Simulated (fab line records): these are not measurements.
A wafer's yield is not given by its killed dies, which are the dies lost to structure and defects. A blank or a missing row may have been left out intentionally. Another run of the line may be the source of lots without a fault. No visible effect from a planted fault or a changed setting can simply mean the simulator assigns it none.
Matching of chambers -- flow nand-harc -- 3 sister chambers for NHARC_A_CONTACT_DEP_29 on pecvd-01
The step deposits SiON, target thk 70 nm. 6 wafers are shown with their chamber, then 8 later ones without.

## EACH WAFER AND ITS CHAMBER
wafer,chamber,heater-power-w (W)
L082.1,0,731
L082.4,2,620
L088.2,1,800
L088.4,1,820
L088.5,0,757
L095.3,2,583

## WAFERS MISSING THEIR CHAMBER
wafer,heater-power-w (W)
L095.5,559
L095.6,776
L096.1,826
L096.2,763
L096.4,558
L097.2,750
L097.3,559
L097.4,703

## WHICH CHAMBER EACH ONE RAN IN
wafer,from the rows above,in truth
L095.5,2,2
L095.6,can't be placed: 0 or 1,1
L096.1,1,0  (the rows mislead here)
L096.2,can't be placed: 0 or 1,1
L096.4,2,2
L097.2,0,0
L097.3,2,2
L097.4,0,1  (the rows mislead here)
4 of 8 placed correctly. Can't be placed from these rows: 2 (the true chamber is among the candidates in 2). Wrongly placed: 2.
How it was worked out, from the rows above alone: a wafer's distance from a chamber is the root of the sum, over the readings, of the square of ((its reading less the chamber's mean) divided by the reading's scatter). The wafer belongs to the nearest chamber; if the next one is less than 2 further off, it can't be placed. Each chamber's mean is taken over the wafers shown for it. The scatter is the square root of a quotient: the sum, over the shown wafers, of each reading's squared deviation from its chamber's mean, divided by wafers minus chambers.
